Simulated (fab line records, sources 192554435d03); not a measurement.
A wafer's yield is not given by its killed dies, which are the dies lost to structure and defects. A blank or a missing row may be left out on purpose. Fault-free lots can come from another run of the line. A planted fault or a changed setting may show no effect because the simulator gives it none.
Matching of chambers	flow n5Finfet	3 sister chambers for N5_BEOL_M4_DEP_57 on pecvd-03
The step deposits SiCN from 3MS/NH3, target thk 8 nm, time 14 s. 6 wafers are shown with their chamber, then 11 later ones without.

## EACH WAFER AND ITS CHAMBER
wafer	chamber	showerheadPlenumPTorr (Torr)	throttleValvePct (%)
L084.1	1	3.675	9.3
L084.4	2	3.687	7.6
L085.3	0	3.620	8.9
L085.4	0	3.631	8.6
L085.6	1	3.678	9.3
L090.1	2	3.688	8.3

## WAFERS WHOSE CHAMBER IS MISSING
wafer	showerheadPlenumPTorr (Torr)	throttleValvePct (%)
L090.2	3.620	9.1
L090.4	3.680	8.2
L094.1	3.679	8.3
L094.3	3.676	9.3
L094.4	3.672	9.4
L095.1	3.673	9.3
L095.2	3.686	8.1
L095.5	3.678	8.3
L096.1	3.688	8.0
L096.5	3.622	9.1
L096.6	3.663	9.3

## WHICH CHAMBER EACH WENT THROUGH
wafer	from the rows above	in truth
L090.2	0	0
L090.4	can't be placed: 2 or 1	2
L094.1	can't be placed: 2 or 1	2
L094.3	1	1
L094.4	1	1
L095.1	1	1
L095.2	2	2
L095.5	can't be placed: 2 or 1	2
L096.1	2	2
L096.5	0	0
L096.6	1	1
Correctly placed: 8 of 11. These rows do not allow placing 3 (true chamber among the candidates in 3). Wrongly placed: 0.
How it was worked out, from the rows above alone: a wafer's distance from a chamber is the root of the sum, over the readings, of the square of ((its reading less the chamber's mean) divided by the reading's scatter). If the next closest chamber is less than 2 further off than the closest, the wafer can't be placed; otherwise it belongs to the closest. Each chamber's mean is taken over the wafers shown for it. The scatter: take each reading less its chamber's mean, square it, sum over the shown wafers, divide by the number of wafers less the number of chambers, and take the root.
